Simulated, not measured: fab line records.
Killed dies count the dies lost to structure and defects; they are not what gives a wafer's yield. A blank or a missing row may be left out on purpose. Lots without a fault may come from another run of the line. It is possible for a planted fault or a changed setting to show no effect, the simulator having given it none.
Which tool did it? | flow n5Finfet | 36 wafers from 12 lots sampled at 4 of the route's 1938 steps

== WHAT THE GAUGES READ, wafer by wafer ==
N5_BEOL_M3_CD_MEAS_11: the cd target is 17.05 nm.
lot  | measured     | on       | cdNm (nm)
L074 | day 7 10:27  | cdSem-03 | 16.94 16.71 17.39
L077 | day 8 02:27  | cdSem-01 | 17.44 17.20 16.76
L079 | day 8 10:19  | cdSem-03 | 16.93 16.52 16.77
L081 | day 9 05:49  | cdSem-02 | 17.09 17.50 16.96
L083 | day 9 10:35  | cdSem-03 | 16.94 17.09 17.32
L085 | day 9 18:07  | cdSem-01 | 16.91 16.55 17.18
L088 | day 10 11:41 | cdSem-01 | 16.92 16.94 16.97
L091 | day 10 22:23 | cdSem-02 | 16.88 17.03 17.31
L090 | day 11 01:41 | cdSem-03 | 16.94 17.27 16.84
L093 | day 11 15:29 | cdSem-01 | 16.81 16.97 16.96
L095 | day 12 11:08 | cdSem-02 | 16.68 17.30 17.11
L096 | day 13 02:58 | cdSem-02 | 17.05 17.13 17.20

== TOOL THAT RAN EACH LOT (tool first, then ch and the chambers of the sampled wafers, then the start) ==
lot  | N5_BEOL_M2_ANNEAL_82        | N5_BEOL_M2_SPUTTER_88       | N5_BEOL_M2_ANNEAL_91
L074 | pvdSputter-02, day 7 04:26  | pvdSputter-02, day 7 04:48  | pvdSputter-02, day 7 05:06
L077 | pvdSputter-02, day 7 19:34  | pvdSputter-02, day 7 19:55  | pvdSputter-02, day 7 20:13
L079 | pvdSputter-01, day 8 04:58  | pvdSputter-01, day 8 05:20  | pvdSputter-01, day 8 05:38
L081 | pvdSputter-02, day 8 22:32  | pvdSputter-02, day 8 22:53  | pvdSputter-02, day 8 23:11
L083 | pvdSputter-02, day 9 07:13  | pvdSputter-02, day 9 07:34  | pvdSputter-02, day 9 07:52
L085 | pvdSputter-01, day 9 13:13  | pvdSputter-01, day 9 13:35  | pvdSputter-01, day 9 13:53
L088 | pvdSputter-03, day 10 06:34 | pvdSputter-03, day 10 06:55 | pvdSputter-03, day 10 07:13
L091 | pvdSputter-02, day 10 18:38 | pvdSputter-02, day 10 19:00 | pvdSputter-02, day 10 19:18
L090 | pvdSputter-03, day 10 20:26 | pvdSputter-03, day 10 20:47 | pvdSputter-03, day 10 21:05
L093 | pvdSputter-01, day 11 12:08 | pvdSputter-01, day 11 12:29 | pvdSputter-01, day 11 12:47
L095 | pvdSputter-03, day 12 05:31 | pvdSputter-03, day 12 05:53 | pvdSputter-03, day 12 06:11
L096 | pvdSputter-03, day 12 22:11 | pvdSputter-03, day 12 22:33 | pvdSputter-03, day 12 22:51
- N5_BEOL_M2_ANNEAL_82: time 240 s.
- N5_BEOL_M2_SPUTTER_88: material Cu, target thk 4.5 nm, time 8.29 s.
- N5_BEOL_M2_ANNEAL_91: time 240 s.

== THE ANSWER, worked out from the rows above alone ==
Rule: the lots themselves supply what counts as usual. The widest of any qualifying gaps counts: lots, ordered by their means at a reading, are off when they make up no more than a third of the lots, leave a main group of 4 or more, and stand apart from it by 3 or more times the standard deviation of that group's means. A main group is skipped when, at the precision printed for the reading in the tables above, its means are all equal. A lot without any number at a reading at which 4 lots or more have one is off too. Any other lot the step has rows for is counted as sound.
Nothing can be told from this: no lot is off at any reading shown.

== WHAT THE SIMULATOR HAD INSERTED ==
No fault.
